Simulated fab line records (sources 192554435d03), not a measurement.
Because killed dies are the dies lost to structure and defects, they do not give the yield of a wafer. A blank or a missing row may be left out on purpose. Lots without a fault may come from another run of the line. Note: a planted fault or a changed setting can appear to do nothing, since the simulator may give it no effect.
fab line records | flow n5Finfet
record: lots: 4 | wafers: 12 | lastDay: 16
route steps=1938 shown BEOL_M4@1099 BEOL_M5@1112 BEOL_M8@1391 PASSIVATION@1936
lots that met no fault: taken from a fault-free run of the same line
startH: the number of hours between the record's first day and the start of the first shown wafer of the lot | waitH: time in hours since the lot's previous step | " unchanged from the row above | L1.1+2: several wafers, shown together as one row | - no value, or no start was given | * or withheld: withheld | < > ~ a bound
route shown NAME@n: names a module that has steps shown in the file, with the first one's number in the route | usual: the fault-free wafers' mean and standard deviation | same: alike in all rows | chamber/n: place in a boat | sites: each site's reading | _std_site: the standard deviation of these | _edge_site: outer sites' mean less inner sites' | radiusMm: how far each site lies from the wafer's centre | mask NAME#n: copy n | behind: the most recent tool/chamber to have shaped the wafer | hold: the reason the lot was held/the length of the hold in hours/how it ended | device: transistor that didn't switch, given as n, p or np | end of line: the same wafers' tests at the end of the route | a step without rows: its recipe alone | killed: at the first sort, the dies lost to defects and structure; wafer yield is something else | map: a wafer's dies, marking killed ones x, the rest . and places with no die _
set.NAME: the setting as run; set.NAME@STEP: as run at that earlier step | model.NAME: the simulator's own value behind a step, which no gauge read
a table for each step, a row for each wafer; lots at some steps of the route
services: from which hour (startH, from the record's first day; less than 0 if before it) a tool's chamber was out of use, for how many hours, and why
== steps ==
step: N5_BEOL_M4_ANNEAL_95
recipe: tempC: 400 | timeS: 240 | ambient: vacuum
step: N5_BEOL_M4_SPUTTER_96
recipe: material: Cu | targetThkA: 45 | tempC: -20 | chamberPressurePa: 0.07 | powerW: withheld | timeS: 8.29
step: N5_BEOL_M4_ECD_50
recipe: material: Cu | targetThkA: 3000
step: N5_BEOL_M4_ANNEAL_51
recipe: tempC: 225 | timeS: 90 | ambient: N2
step: N5_BEOL_M4_CMP_52
recipe: stopOn: SiOC | tOverpolishS: 6.8 | downForcePsi: 1 | platenRpm: 50 | clearingPlatenDownForcePsi: 1.5 | clearingPlatenRpm: 50 | postCmpClean: cuAlkaline | targetThkNm: 40 | clearingPlatenPadVelocityMS: 0.99484 | padVelocityMS: 0.99484
step: N5_BEOL_M4_PRE_CLEAN_60
recipe: gas: NH3/H2 | timeS: 15 | tempC: * | rfPowerW: 300
step: N5_BEOL_M4_CO_CAP_55
recipe: material: Co | targetThkA: 20 | tempC: 200 | precursor: CCTBA/H2 | pressureTorr: 30 | timeS: 102.1
step: N5_BEOL_M4_PRE_CLEAN_56
recipe: gas: NH3 | timeS: 15 | tempC: withheld | rfPowerW: 300
step: N5_BEOL_M4_DEP_57
recipe: material: SiCN | targetThkA: 80 | tempC: withheld | precursor: 3MS/NH3 | pressureTorr: 3 | rfW: 202 | timeS: 14
step: N5_BEOL_M4_RC_MEAS_101
usual: DIBL_N: 36.5/1.2 | DIBL_P: 36.5/1.6 | IOFF_N: 0.162/0.023 | IOFF_P: 0.221/0.03 | ION_N: 678/8 | ION_P: 466/6.3 | SS_N: 71.6/0.46 | SS_P: 73.3/0.57 | VT_N: 249.2/2.6 | VT_P: -249/3.3
lot.wafer | tool      | chamber | startH | waitH | DIBL_N[mV/V] | DIBL_P[mV/V] | IOFF_N[nA/um] | IOFF_P[nA/um] | ION_N[uA/um] | ION_P[uA/um] | SS_N[mV/dec] | SS_P[mV/dec] | VT_N[mV] | VT_P[mV]
L896.3    | prober-02 | 0       | 242.90 | 0.7   | 34.9         | 34.3         | 0.117         | 0.179         | 663          | 461          | 70.9         | 73.0         | 256.9    | -254
L896.5    | "         | 0       | "      | "     | 36.3         | 36.4         | 0.145         | 0.200         | 669          | 463          | 71.2         | 73.1         | 251.3    | -253
L896.6    | "         | 0       | "      | "     | 36.0         | 36.1         | 0.139         | 0.198         | 678          | 465          | 71.0         | 73.7         | 251.1    | -252
L899.1    | prober-02 | 0       | 251.10 | 0.0   | 37.5         | 38.4         | 0.179         | 0.268         | 684          | 474          | 71.4         | 73.6         | 247.0    | -245
L899.2    | "         | 0       | "      | "     | 36.0         | 37.3         | 0.151         | 0.246         | 678          | 475          | 71.7         | 73.4         | 249.6    | -247
L899.4    | "         | 0       | "      | "     | 34.8         | 36.4         | 0.146         | 0.226         | 674          | 478          | 71.9         | 73.6         | 246.5    | -246
L901.2    | prober-02 | 0       | 254.99 | 0.2   | 36.7         | 37.4         | 0.147         | 0.180         | 676          | 458          | 71.2         | 73.0         | 253.0    | -254
L901.4    | "         | 0       | "      | "     | 36.0         | 37.2         | 0.143         | 0.176         | 666          | 454          | 70.7         | 74.2         | 252.7    | -256
L901.5    | "         | 0       | "      | "     | 36.7         | 38.4         | 0.163         | 0.199         | 678          | 465          | 71.6         | 73.3         | 248.5    | -251
L905.1    | prober-02 | 0       | 287.61 | 0.0   | 37.1         | 37.3         | 0.189         | 0.216         | 674          | 457          | 72.2         | 74.2         | 248.0    | -252
L905.4    | "         | 0       | "      | "     | 37.2         | 37.1         | 0.190         | 0.208         | 685          | 462          | 71.8         | 73.6         | 248.4    | -254
L905.5    | "         | 0       | "      | "     | 36.5         | 36.4         | 0.179         | 0.199         | 675          | 457          | 72.6         | 74.2         | 248.9    | -252
step: N5_BEOL_M5_ILD_DEP_00
recipe: material: SiCOH_lowk | targetThkA: 1406.4 | tempC: 300 | precursor: DEMS/porogen | pressureTorr: 5 | rfW: 500 | timeS: 25.9
step: N5_BEOL_M5_CURE_79
recipe: tempC: 385 | timeS: 240 | ambient: He/Ar | material: SiCOH_lowk
step: N5_BEOL_M5_PECVD_70
recipe: material: SiO2 | targetThkA: 160 | tempC: 400 | precursor: TEOS/O2 | pressureTorr: 5.5 | rfW: 450 | teosFlowSccm: 53.8 | gas: O2 | flowSccm: 3000 | timeS: 18
step: N5_BEOL_M5_HM_DEP_02
recipe: material: TiN | targetThkA: 200 | tempC: 25 | chamberPressurePa: 0.49996
step: N5_BEOL_M5_COAT_59
recipe: resist: SOC | tempC: 250 | timeS: 60 | spinRpm: 1500 | resistThkNm: 60
step: N5_BEOL_M5_COAT_60
recipe: resist: SiARC | tempC: 220 | timeS: 60 | spinRpm: 1500 | resistThkNm: 12
step: N5_BEOL_M5_COAT_71
recipe: resist: underlayer | tempC: 205 | timeS: 60 | spinRpm: 1500 | resistThkNm: 5
step: N5_BEOL_M5_COAT_05
recipe: resist: CAR-EUV | spinRpm: 1500 | resistThkNm: 30
step: N5_BEOL_M5_EBR_07
recipe: solvent: PGMEA | ebrWidthMm: 1.5
step: N5_BEOL_M5_SOFTBAKE_06
recipe: tempC: 110 | timeS: 60 | resist: CAR-EUV
step: N5_BEOL_M5_EXPOSE_08
recipe: maskId: M5 | na: 0.33 | sourceShape: annular | sigmaInner: 0.4 | sigmaOuter: 0.8 | polarization: unpolarized | targetCdNm: 28 | doseMj: 35.75
step: N5_BEOL_M5_PEB_09
recipe: pebTempC: 100 | pebTimeS: 60 | resist: CAR-EUV
step: N5_BEOL_M5_DEVELOP_10
recipe: developTimeS: 30 | developer: TMAH | resist: CAR-EUV | rinseLiquid: surfactantRinse | dry: airSpin | devTempC: 23
step: N5_BEOL_M5_DESCUM_16
recipe: chemistry: O2 | timeS: 7 | sourcePowerW: 50 | biasPowerW: 20 | pressureMtorr: 20 | rfFrequencyHz: 2.712e+07 | tempC: 40 | resist: CAR-EUV | o2FlowSccm: 225
step: N5_BEOL_M5_ETCH_72
recipe: chemistry: N2/H2 | target: underlayer | targetDepthA: 65 | maskMaterial: CAR-EUV | timeS: 5.2 | ionEnergyEv: 200 | pressureMtorr: 30 | sourceW: 840 | biasW: 150 | n2FlowSccm: 200 | h2FlowSccm: 200 | ends: cleared
step: N5_BEOL_M5_ETCH_61
recipe: chemistry: CF4 | target: SiARC | targetDepthA: 156 | maskMaterial: CAR-EUV | timeS: 26 | ionEnergyEv: 80 | pressureMtorr: 40 | sourceW: 545 | biasW: 36 | Ar_flow_sccm: 100 | cf4FlowSccm: 100 | ends: cleared
step: N5_BEOL_M5_ETCH_62
recipe: chemistry: N2/H2 | target: SOC | targetDepthA: 750 | overetchA: 150 | maskMaterial: SiARC | tempC: 40 | timeS: 112.5 | ionEnergyEv: 200 | pressureMtorr: 30 | sourceW: 840 | biasW: 150 | n2FlowSccm: 200 | h2FlowSccm: 200
step: N5_BEOL_M5_STRIP_63
recipe: chemistry: N2/H2 | tempC: 40 | n2FlowSccm: 200 | h2FlowSccm: 200 | rfFrequencyHz: 6e+07
step: N5_BEOL_M5_STRIP_73
recipe: chemistry: N2/H2 | tempC: 40 | n2FlowSccm: 200 | h2FlowSccm: 200 | rfFrequencyHz: 6e+07
step: N5_BEOL_M5_STRIP_64
recipe: chemistry: CF4 | resist: SiARC | powerW: 300 | biasPowerW: 75 | pressureMtorr: 50 | cf4FlowSccm: 150 | rfFrequencyHz: 6e+07
step: N5_BEOL_M5_HM_OPEN_17
recipe: chemistry: Cl2/BCl3 | targetDepthA: 200 | overetchA: 60 | target: TiN | maskMaterial: SOC | ionEnergyEv: 150 | pressureMtorr: 10 | icpW: 1000 | biasW: 126 | Cl2_flow_sccm: 53.25 | bcl3FlowSccm: 21.75 | Ar_flow_sccm: 25
step: N5_BEOL_M5_STRIP_19
recipe: chemistry: O2 | powerW: 400 | tempC: 40 | pressureMtorr: 30 | rfFrequencyHz: 6e+07 | biasPowerW: 0 | overashFraction: 0.2 | o2FlowSccm: 225
step: N5_BEOL_M5_COAT_65
recipe: resist: SOC | tempC: 250 | timeS: 60 | spinRpm: 1500 | resistThkNm: 60
step: N5_BEOL_M5_COAT_66
recipe: resist: SiARC | tempC: 220 | timeS: 60 | spinRpm: 1500 | resistThkNm: 12
step: N5_BEOL_M8_CVD_78
recipe: material: Co | targetThkA: 20 | tempC: withheld | precursor: CCTBA/H2 | pressureTorr: 30 | timeS: 142.3
usual: chamberPressureTorr: 30.00/0.066 | runLengthS: 165.1/0.42
lot.wafer | tool     | chamber | startH | waitH | chamberPressureTorr | runLengthS
L896.3    | cvdCo-02 | 2       | 277.16 | 0.1   | 29.93               | 165.4
L896.5    | "        | 2       | "      | "     | 29.97               | 166.3
L896.6    | "        | 0       | "      | "     | 29.99               | 165.2
L899.1    | cvdCo-02 | 1       | 281.03 | 0.0   | -                   | -
L899.2    | "        | 2       | "      | "     | -                   | -
L899.4    | "        | 0       | "      | "     | -                   | -
L901.2    | cvdCo-02 | 2       | 287.15 | 0.1   | -                   | -
L901.4    | "        | 1       | "      | "     | -                   | -
L901.5    | "        | 2       | "      | "     | -                   | -
L905.1    | cvdCo-01 | 2       | 320.94 | 0.0   | 29.99               | 165.1
L905.4    | "        | 0       | "      | "     | 29.95               | 164.8
L905.5    | "        | 1       | "      | "     | 29.94               | 165.3
step: N5_BEOL_M8_CMP_52
recipe: stopOn: SiCOH_lowk | tOverpolishS: 6.9 | downForcePsi: 1 | platenRpm: 50 | clearingPlatenDownForcePsi: 1.5 | clearingPlatenRpm: 50 | postCmpClean: cuAlkaline | targetThkNm: 80 | clearingPlatenPadVelocityMS: 0.99484 | padVelocityMS: 0.99484
usual: barrierFieldEndpointS: 29.0/0.61 | headPressurePsi: 1.0000/0.0021 | motorCurrentA: 5.98/0.29
lot.wafer | tool   | chamber | startH | waitH | barrierFieldEndpointS | headPressurePsi | motorCurrentA
L896.3    | cmp-02 | 1       | 278.22 | 0.2   | 27.8                  | 1.0022          | 5.91
L896.5    | "      | 3       | "      | "     | 28.2                  | 0.9996          | 5.84
L896.6    | "      | 0       | "      | "     | 29.4                  | 1.0029          | 5.86
L899.2    | cmp-02 | 1       | 281.82 | 0.2   | 26.4                  | 0.9980          | 5.66
L899.1    | "      | 2       | "      | "     | 27.0                  | 1.0002          | 5.85
L899.4    | "      | 3       | "      | "     | 27.0                  | 0.9984          | 5.42
L901.4    | cmp-02 | 1       | 287.85 | 0.1   | 27.4                  | 0.9938          | 5.83
L901.2    | "      | 3       | "      | "     | 27.0                  | 0.9971          | 5.80
L901.5    | "      | 1       | "      | "     | 27.5                  | 0.9969          | 5.82
L905.4    | cmp-04 | 0       | 321.66 | 0.2   | 29.9                  | 0.9994          | 5.87
L905.1    | "      | 1       | "      | "     | 27.7                  | 1.0023          | 6.20
L905.5    | "      | 0       | "      | "     | 28.8                  | 0.9968          | 5.99
step: N5_PASSIVATION_PROBE_49
usual: defectLimitedYield: 91.2/1.3 | killed_at_M0_to_M3: 34/9.2 | killed_at_M4_up: 14/5 | killedAtContacts: 13/6.7 | killedAtFrontEnd: 39/12 | killedAtOther: 4/3.3 | killedDies: 104/15 | killedOnRim: 14/3.7 | killedOpen: 68/12 | killedShort: 34/7.5 | sort_bin_5_function: 5.2/0.87 | sort_bin_6_memory: 3.3/0.63 | sortNPass: 1076/15 | sortYieldPct: 91.2/1.3
same: grossDies: 1180 | killedAtBackSide: 0 | sort_bin_4_leakage[%]: 0 | sort_bin_8_speed[%]: 0
lot.wafer | tool      | chamber | startH | waitH | defectLimitedYield[%] | killed_at_M0_to_M3 | killed_at_M4_up | killedAtContacts | killedAtFrontEnd | killedAtOther | killedDies | killedOnRim | killedOpen | killedShort | sort_bin_5_function[%] | sort_bin_6_memory[%] | sortNPass | sortYieldPct[%]
L899.1    | prober-01 | -       | 350.12 | 0.0   | 16.9                  | 29                 | 912             | 10               | 29               | 1             | 981        | 98          | 60         | 23          | 68.9                   | 14.2                 | 199       | 16.9
L899.2    | prober-01 | -       | 350.17 | 0.1   | 16.9                  | 35                 | 899             | 13               | 32               | 1             | 980        | 84          | 59         | 26          | 70.3                   | 12.2                 | 200       | 16.9
L899.4    | prober-01 | -       | 350.27 | 0.2   | 17.8                  | 40                 | 897             | 4                | 28               | 1             | 970        | 142         | 52         | 25          | 70.0                   | 11.9                 | 210       | 17.8
L901.2    | prober-01 | -       | 353.47 | 0.1   | 19.5                  | 35                 | 866             | 9                | 37               | 3             | 950        | 79          | 55         | 34          | 67.1                   | 12.3                 | 230       | 19.5
L901.4    | prober-01 | -       | 353.57 | 0.2   | 17.5                  | 36                 | 901             | 6                | 27               | 4             | 974        | 98          | 63         | 24          | 70.2                   | 11.9                 | 206       | 17.5
L901.5    | prober-01 | -       | 353.62 | 0.2   | 18.0                  | 24                 | 871             | 19               | 51               | 3             | 968        | 87          | 60         | 41          | 68.8                   | 12.6                 | 212       | 18.0
L905.1    | prober-02 | -       | 385.14 | 0.0   | 90.2                  | 37                 | 20              | 7                | 51               | 1             | 116        | 12          | 86         | 29          | 5.3                    | 4.1                  | 1064      | 90.2
L905.4    | prober-02 | -       | 385.29 | 0.2   | 92.1                  | 34                 | 13              | 6                | 37               | 3             | 93         | 12          | 56         | 35          | 4.3                    | 3.1                  | 1087      | 92.1
L905.5    | prober-02 | -       | 385.34 | 0.2   | 92.5                  | 44                 | 8               | 6                | 26               | 4             | 88         | 14          | 52         | 32          | 4.1                    | 3.1                  | 1092      | 92.5
killed by level:class
L899.1 BEOL_M8:areaCvd=519 BEOL_M8:interfaceVoidOpened=373 MOL_CONTACT_COAG:geometricParticle:open=10 FIN_SAQP:geometricParticle:open=9 BEOL_M2:geometricParticle:open=7 BEOL_M1:geometricParticle:open=6 BEOL_M4:geometricParticle:open=6 FIN_SAQP:geometricParticle:short=5
L899.2 BEOL_M8:areaCvd=559 BEOL_M8:interfaceVoidOpened=333 MOL_CONTACT_COAG:geometricParticle:open=10 BEOL_M0_SAQP:geometricParticle:open=9 BEOL_M2:geometricParticle:open=8 BEOL_M1:geometricParticle:open=7 DUMMY_GATE:geometricParticle:open=6 GATE_CUT:geometricParticle:short=5
L899.4 BEOL_M8:areaCvd=526 BEOL_M8:interfaceVoidOpened=361 BEOL_M2:geometricParticle:open=9 BEOL_M0_SAQP:geometricParticle:open=8 BEOL_M0_SAQP:geometricParticle:short=6 STI_FIN_REVEAL:geometricParticle:open=4 ILD0:geometricParticle:short=4 MOL_CONTACT_COAG:geometricParticle:open=4
L901.2 BEOL_M8:areaCvd=524 BEOL_M8:interfaceVoidOpened=330 BEOL_M2:geometricParticle:open=9 BEOL_M0_SAQP:geometricParticle:short=8 BEOL_M3:geometricParticle:open=7 STI_FIN_REVEAL:geometricParticle:open=6 MOL_CONTACT_COAG:geometricParticle:open=6 GATE_CUT:geometricParticle:open=6
L901.4 BEOL_M8:areaCvd=545 BEOL_M8:interfaceVoidOpened=341 BEOL_M2:geometricParticle:open=10 STI_FIN_REVEAL:geometricParticle:open=8 BEOL_M0_SAQP:geometricParticle:open=8 BEOL_M0_SAQP:geometricParticle:short=5 STARTING-WAFER:geometricParticle:open=5 MOL_CONTACT_COAG:geometricParticle:open=4
L901.5 BEOL_M8:areaCvd=519 BEOL_M8:interfaceVoidOpened=345 FIN_SAQP:geometricParticle:short=15 STI_FIN_REVEAL:geometricParticle:open=13 MOL_CONTACT_COAG:geometricParticle:open=12 BEOL_M3:geometricParticle:open=9 MOL_CONTACT_COAG:geometricParticle:short=7 DUMMY_GATE:geometricParticle:open=6
L905.1 FIN_SAQP:geometricParticle:open=19 BEOL_M4:geometricParticle:open=12 BEOL_M2:geometricParticle:open=8 MOL_CONTACT_COAG:geometricParticle:open=6 BEOL_M3:geometricParticle:open=6 STI_FIN_REVEAL:geometricParticle:open=5 GATE_CUT:geometricParticle:short=5 BEOL_M1:geometricParticle:open=5
L905.4 FIN_SAQP:geometricParticle:open=11 FIN_SAQP:geometricParticle:short=8 BEOL_M4:geometricParticle:open=8 MOL_CONTACT_COAG:geometricParticle:open=6 DUMMY_GATE:geometricParticle:open=5 BEOL_M0_SAQP:geometricParticle:short=5 BEOL_M1:geometricParticle:short=5 BEOL_M2:geometricParticle:open=5
L905.5 BEOL_M0_SAQP:geometricParticle:short=12 BEOL_M3:geometricParticle:open=9 BEOL_M1:geometricParticle:open=7 BEOL_M4:geometricParticle:open=6 GATE_CUT:geometricParticle:short=5 MOL_CONTACT_COAG:geometricParticle:open=5 BEOL_M0_SAQP:geometricParticle:open=5 FIN_SAQP:geometricParticle:open=4
map L899.1 (x killed, . not)
_________________x.xxxxxx.x.x________________
______________xxxxxxxxxxx.xxx..x_____________
___________xxx.x.xxxxxxxxx.xxxxxx..__________
__________xxxxxxxxxxx.xxxxxxxxxx.x.._________
________xxx.xxxxxxxxxxxxxxxxxxxxxxxxxx_______
_______xxxxxxxxxxxx.xxxxxx.xxxx.xxxxxxx______
______xxxxxxx.xxxxxxxxxxxxxxxxxxxxxxxx.x_____
_____xxxxxxxxxxxxxxxxxxxxxxxxx..xxxxxxxxx____
____xxxxxxxxxxxxxxxxxxxxxxxxxxxxxxxx.xx...___
___xxxxx.xxxxxxxxxxxxxxxxxxxxxxxxxxx.x..xx.__
___x...xxxxxxxxxxxxxxxxxxxxxxxxxxxxxxx.x.x.__
__xxxx.xxxxxxxxxxxxxxxxxxxxxxxxxxxxxxxxxx.xx_
__xxxxxxxxxxxxxxxxxxxxxxxxxxxxx.xxxxxxxxx.xx_
_..xxxxxxxxxxxxxxxxxxxxxxxxx.xxxxxxxxxx.xx.x.
_xxxxxxxxxxxxxxxxxxxxxxxxxxxxxxxxxxxxxx.x.xx.
_x..x.xxxxxxxxxxxxxxxxxxxxxxxxxxxxxxxxxx.x.xx
_xxxxxxx.xx.xxxxxxxxxxxxxxxxxxxxxxxxxx.x.xxx.
_x.xx..xxxxxxxxxxxxxxxxxxxxxxxxxxxx.xxx.xxxxx
_xxxxxxxxxxxxxxxxxxxxxxxxxxxxxxxxxxxxx..xx.xx
_xxxxx..xxx.xxxxxxxxxxxxxxxxxxx.xxx.xxx..x...
_.xxxxxxxxxxxxxxxxxxxxxxxxxxxx.xxx.....x.xxx.
__xx..xxxxxxx.xxxxxxxxxxxxxxxxxxxxxxxxx.x..x_
__x.xxxxxxxxxxxxxxxxxxxxxxxxxxxxxxxxxx..x..x_
___.xxxx.x..xxxxxxxxxxxxxxxxxxxxxxxx..x.xx.__
___x..xx.xxxxxxxxx.xxxx.xxxxxxxx.x..xx.x.x.__
____xxxx.xx.xxxxxxxxxxxxx.xxx.x.xxxxxx.xxx___
_____xx.xx.xxxxxxxxxxxxxxxx.xxxxxxxxx.xx.____
______xx..xxx.xx..xx.xx.xxxx.xxxxxxx.x.._____
_______..xxxxxxxx..xxx.x.xxx..xx...x..x______
________.xxxx.xxxxx...x.xxxxx.x..xxxxx_______
__________x..xx..xxxx.xxx..xx.x...xx_________
___________.xxxxxx.xx.xx.x.x.x.x..x__________
______________xx..xxxx.xxx......_____________
_________________..xxx..x....________________
map L901.4 (x killed, . not)
_________________xxxxx.xxxxxx________________
______________xxxxxxxxxx...xxxxx_____________
___________xxxx.xxx.xxxxxxxxxxx..xx__________
__________xxxx.xxxxxxxxxxxxxxxxxxxx._________
________x.xxxxxxxxxxxxxxxxxxxxxxxxxxx._______
_______xxxxxxx.xx.xxxxx..xx.xxxxxxxx..x______
______.xxxxxxxxx.xxxxxxxxxxxxxxxxx..xxxx_____
_____xxxxxxxxxxxxxxxxxxx.xxxxxxx.xxxxx.xx____
____xx.xxxxxxxxxxxxxxxxxxxxxxxxx.xxxxx.xxx___
___xxxxxxxxxxxxxxxxxxxxxxxxxx.xx.xxxxxx..x.__
___xxxxxxxxxxxxxxxxxxxxxxxxxxxxxxxxxxx.xx..__
__xxxxxxxxxxxxxxxxxxxxxxxxxxxxxxxxxxxx.xx..x_
__xxxxxxxxxxxxxxxxxxxxxxxxxxx.xxxx...xxxxxxx_
_.xxxxxxxxxxxxxxxxxxxxxxxxxxxxxxxxx.x.......x
_xxxxxx.xxxxxxxxxxxxxxxxxxxxxxxxxxxxx.xxxxxx.
_xxxxxxxxxxxxxxxxxxxx.xxxxxxxxxxxxxxxxx....xx
_x.xx.xxxxxxxxxxxxxxxxxxxxxxxxxxx.x...xxxxxx.
_.xxxxxxxxxxxxxxxxxxxxxxxxxxxxxxxxx.xx.xxx..x
_x..xxxxxxxxxxxxxxxxxxxxxxxxxxxx.xxxxxx.xx..x
_.xxxxx.xxxxxxxxxxxxxxxxxxxxxxxxxxxxxxxx...x.
_xxxxxxxxxxxxxx.xxxxxxxxxxxxxxxxxxxxxxx.xxxxx
__x.xxxxxxxxxx.xxxxxxxxxxxxxxxxxxx..x..x...x_
__xxx.xxxx.xxxxx.xxxxxxxxxxxxxxxxxx........._
___xxxxxxxx.xxxxxxxxx.xxxxxxxxxxxxxxxxx.x.x__
___x..xxxxxx...xxxxxxxxxxxx.x..x.xxxxxxx.x.__
____..xxxxxxxxxxxxxxxx.xxxxxxxxxx.xxx.x.xx___
_____.xxxxxxx..x.xxxxxx.xxx...xxxxx.x....____
______.x..xxxx.xxxxxxxxx.x..xxxx.xxx.x.._____
_______..xxx.xxxxxxxxxxx.xxx..xxxx.xx..______
________xxxx.xxxx.xx...x.xxx.xxxxxx.xx_______
__________...x..xx.xx...x.x.xxxx.x.x_________
___________xxxx.xx.xxxxx.xxxxxxxx..__________
______________x....x..xx.xxx.x.._____________
_________________..xx....xx..________________
== services ==
tool     | chamber | startH | hours | kind
cmp-04   | -       | 262.70 | 6.1   | pm
cvdCo-01 | -       | 266.85 | 28.1  | pm
cmp-02   | -       | 312.09 | 4.0   | pm
cmp-02   | -       | 316.09 | -     | consumableReplace:conditioner
cmp-02   | -       | 316.09 | -     | consumableReplace:pad
== key ==
firstSign: step: N5_BEOL_M8_CVD_78 | reading: toolRecord | direction: missing
effect: step: N5_BEOL_M8_CMP_52 | reading: barrierFieldEndpointS | direction: down | sigmas: 3.2 | usual: 29.0 | struck: 27.1
effect: step: N5_PASSIVATION_PROBE_49 | reading: killed_at_M4_up | direction: up | sigmas: 99+ | usual: 14 | struck: 891
moreKillsBornAt: N5_BEOL_M8_CVD_78@cvdCo-02: 3192
metAt N5_BEOL_M8_CVD_78
struckWafers L899.1,L899.2,L899.4,L901.2,L901.4,L901.5
laterRowsLeftOut L899.1,L899.2,L899.4,L901.2,L901.4,L901.5
onsetBetween 277.16 281.03
fault: kind: skippedStepWhole | tool: cvdCo-02 | chamber: - | onsetH: 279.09 | steps: N5_BEOL_M8_CVD_78 | scope: struckLotsOnly
laterRowsLeftOut: the simulator's readings of these wafers behind a module that went badly wrong aren't trusted and aren't shown, but for the sort
